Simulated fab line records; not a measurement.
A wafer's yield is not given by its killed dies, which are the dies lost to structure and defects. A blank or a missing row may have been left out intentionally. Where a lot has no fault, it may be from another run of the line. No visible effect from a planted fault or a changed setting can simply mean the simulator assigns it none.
A struck lot beside a sound one | flow nandHarc | 14 steps out of a route of 1159
Sound: wafers L493.1, L493.2, L493.5. Wafers struck: L502.1, L502.4. The cause is given at the end.
Per side, at each step with rows, come the tool, then ch with its chambers, and then its first start. Under that, the readings that differ: sound wafers | struck wafers | difference of the means | sigmas: that difference in standard deviations of wafers without a fault.
alike: readings whose means differ by less than 2 such deviations, and words and numbers that are the same on both sides. not compared: withheld readings, readings that some wafer has no value for, bounds like >300 that may hide the same value, and numbers for which the record gives no deviation and whose values overlap.
Wherever a step has rows on one side only, a row that says differs or no value, or a row with sigmas, the two part there. Non-overlapping numbers with no deviation appear without sigmas and do not part them. Lack of a reading on every wafer of one side parts them only where that side has two or more wafers.

first, 5 steps without rows for these wafers: NHARC_P_GATE_SOFTBAKE_21 (time 55 s); NHARC_P_GATE_EBR_22; NHARC_P_GATE_EXPOSE_23 (exposes mask P GATE, target cd 120 nm); NHARC_P_GATE_PEB_24 (peb time 65 s); NHARC_P_GATE_DEVELOP_25 (develop time 35 s).
NHARC_P_GATE_CD_MEAS_26: target cd 120 nm.
  sound on cdSem-01 ch 0, day 5 14:38; struck on cdSem-03 ch 0, day 8 01:00
  alike: cdNm
NHARC_P_GATE_OVL_MEAS_27:
  sound on overlay-01 at day 5 14:44; struck on overlay-02 at day 8 01:05
  alike: overlayXNm, overlayYNm
NHARC_P_GATE_INSPECT_28:
  sound on defectInspect-02 at day 5 14:47; struck on defectInspect-02 at day 8 01:07
  alike: rawDefectCount
NHARC_P_GATE_DESCUM_31: chemistry O2, time 3 s.
  sound on rieDiel-01 ch 2,3, day 5 14:50; struck on rieDiel-03 ch 1,3, day 8 01:13
reading              | sound                | struck        | difference | sigmas
throttleValvePct (%) | 11.334 11.317 11.325 | 11.313 11.295 | -0.021     | -2
  alike: drypumpMotorCurrentA, oesProductAu, rfVppV, showerheadPlenumPTorr
  not compared: rfHoursCounterH
NHARC_P_GATE_ETCH_104: etches the open film in CF4/CHF3, target depth 60 nm.
  sound on rieDiel-01 ch 0,2,3, day 5 14:56; struck on rieDiel-03 ch 1,3, day 8 01:17
  alike: drypumpMotorCurrentA, oesProductAu, rfFwdPowerW, rfVppV, showerheadPlenumPTorr, throttleValvePct
NHARC_P_GATE_HM_OPEN_105: chemistry O2/COS, target depth 360 nm.
  sound: rieDiel-01 ch 0,1; struck: rieDiel-03 ch 0,1
  alike: drypumpMotorCurrentA, oesProductAu, rfFwdPowerW, rfVppV, showerheadPlenumPTorr, throttleValvePct
  not compared: rfHoursCounterH
then, 1 step without rows for these wafers: NHARC_P_GATE_STRIP_106 (strips in O2/COS).
NHARC_P_GATE_ETCH_114: etches the open film in CF4/O2, target depth 30 nm, overetch 3 nm, time 16.5 s.
  sound on rieDiel-01 ch 0,2,3, day 5 15:00; struck on rieDiel-03 ch 0,1, day 8 02:00
reading             | sound             | struck      | difference | sigmas
oesProductAu (a.u.) | 0.976 0.999 0.975 | 0.913 0.910 | -0.072     | -4
  alike: drypumpMotorCurrentA, rfFwdPowerW, rfVppV, showerheadPlenumPTorr, throttleValvePct
  not compared: rfHoursCounterH
NHARC_P_GATE_ETCH_32: etches the open film in HBr/Cl2, target depth 150 nm, time 100.1 s.
  sound on rieSi-02 ch 1,3, day 5 15:19; struck on rieSi-02 ch 0,1, day 8 02:15
  alike: drypumpMotorCurrentA, oesProductAu, rfFwdPowerW, throttleValvePct
  not compared: rfHoursCounterH

== WHERE THEY PART ==
At NHARC_P_GATE_DESCUM_31 first; at NHARC_P_GATE_ETCH_114 last (within this record only). Later steps at which nothing parts them and some readings are alike: NHARC_P_GATE_ETCH_32.

WHY: the cause the simulator had injected
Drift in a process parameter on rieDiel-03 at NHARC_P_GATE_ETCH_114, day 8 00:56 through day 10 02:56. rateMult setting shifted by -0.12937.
